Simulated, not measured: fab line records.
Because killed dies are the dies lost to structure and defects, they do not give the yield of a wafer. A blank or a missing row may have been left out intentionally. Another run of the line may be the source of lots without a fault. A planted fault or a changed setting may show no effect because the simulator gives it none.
Chamber matching | flow nandHarc | NHARC_A_DECK1_JOINT_DEP_16 on pecvd-02 has 3 sister chambers
The step deposits SiO2, target thk 45 nm. 6 wafers are shown with their chamber, then 9 later ones without.

## EACH WAFER AND ITS CHAMBER
wafer  | chamber | heaterPowerW (W) | throttleValvePct (%)
L524.4 | 1       | 616              | 15.8
L526.2 | 0       | 397              | 15.3
L526.6 | 0       | 417              | 15.1
L528.3 | 2       | 778              | 15.5
L528.4 | 1       | 651              | 16.2
L528.5 | 2       | 765              | 15.6

## WAFERS WHOSE CHAMBER IS MISSING
wafer  | heaterPowerW (W) | throttleValvePct (%)
L530.2 | 651              | 15.3
L530.5 | 667              | 15.6
L530.6 | 436              | 15.3
L536.1 | 444              | 15.9
L536.2 | 573              | 15.1
L536.5 | 583              | 15.0
L541.2 | 673              | 15.0
L541.4 | 506              | 15.9
L541.6 | 694              | 15.1

## THE CHAMBER EACH PASSED THROUGH
wafer  | from the rows above     | in truth
L530.2 | 1                       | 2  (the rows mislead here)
L530.5 | 1                       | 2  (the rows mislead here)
L530.6 | 0                       | 0
L536.1 | 0                       | 0
L536.2 | 1                       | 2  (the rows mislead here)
L536.5 | 1                       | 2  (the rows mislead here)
L541.2 | can't be placed: 1 or 2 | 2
L541.4 | can't be placed: 0 or 1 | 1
L541.6 | can't be placed: 2 or 1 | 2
2 of 9 placed correctly. Can't be placed from these rows: 3 (the true chamber is among the candidates in 3). Number placed wrongly: 4.
How it was worked out, from the rows above alone: a wafer's distance from a chamber is the root of the sum, over the readings, of the square of ((its reading less the chamber's mean) divided by the reading's scatter). If the next closest chamber is less than 2 further off than the closest, the wafer can't be placed; otherwise it belongs to the closest. Each chamber's mean is taken over the wafers shown for it. The scatter: take each reading less its chamber's mean, square it, sum over the shown wafers, divide by the number of wafers less the number of chambers, and take the root.
